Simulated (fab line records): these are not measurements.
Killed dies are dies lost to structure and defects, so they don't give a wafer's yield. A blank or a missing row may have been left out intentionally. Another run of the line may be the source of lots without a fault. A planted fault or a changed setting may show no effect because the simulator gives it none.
Matching of chambers + flow nand harc + 4 sister chambers for NHARC_HYBRID_BOND_ACTIVATE_00 on rie diel-10
The step chemistry N2, time 60 s. 4 wafers are shown with their chamber, then 11 later ones without.

EACH WAFER AND ITS CHAMBER
| wafer  | chamber | rf vpp V (V) |
|--------|---------|--------------|
| L106.6 | 0       | 63.5         |
| L108.2 | 1       | 65.5         |
| L108.6 | 3       | 64.4         |
| L107.2 | 2       | 64.1         |

WAFERS WITH NO CHAMBER GIVEN
| wafer  | rf vpp V (V) |
|--------|--------------|
| L107.3 | 64.7         |
| L107.6 | 65.1         |
| L109.2 | 65.2         |
| L109.3 | 63.9         |
| L109.6 | 63.7         |
| L113.1 | 62.1         |
| L113.2 | 63.1         |
| L113.5 | 62.5         |
| L112.1 | 64.2         |
| L112.2 | 63.2         |
| L112.5 | 63.3         |

WHICH CHAMBER EACH ONE RAN IN
| wafer  | from the rows above               | in truth |
|--------|-----------------------------------|----------|
| L107.3 | can't be placed: 3 or 2 or 1 or 0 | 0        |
| L107.6 | can't be placed: 1 or 3 or 2      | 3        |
| L109.2 | can't be placed: 1 or 3 or 2      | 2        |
| L109.3 | can't be placed: 2 or 0 or 3      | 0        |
| L109.6 | can't be placed: 0 or 2 or 3      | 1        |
| L113.1 | can't be placed: 0 or 2 or 3      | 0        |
| L113.2 | can't be placed: 0 or 2 or 3      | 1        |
| L113.5 | can't be placed: 0 or 2 or 3      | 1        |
| L112.1 | can't be placed: 2 or 3 or 0      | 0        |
| L112.2 | can't be placed: 0 or 2 or 3      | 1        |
| L112.5 | can't be placed: 0 or 2 or 3      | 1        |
Correctly placed: 0 of 11. Cannot be placed on the basis of these rows: 11; the candidates contain the true chamber in 6. Placed wrongly: 0.
How it was worked out, from the rows above alone: a wafer's distance from a chamber is the root of the sum, over the readings, of the square of ((its reading less the chamber's mean) divided by the reading's scatter). The wafer belongs to the nearest chamber; if the next one is less than 2 further off, it can't be placed. The mean given for a chamber averages the wafers shown for that chamber. The scatter: root of mean squared gap, hidden wafer to nearest shown wafer, with one shown wafer a chamber.
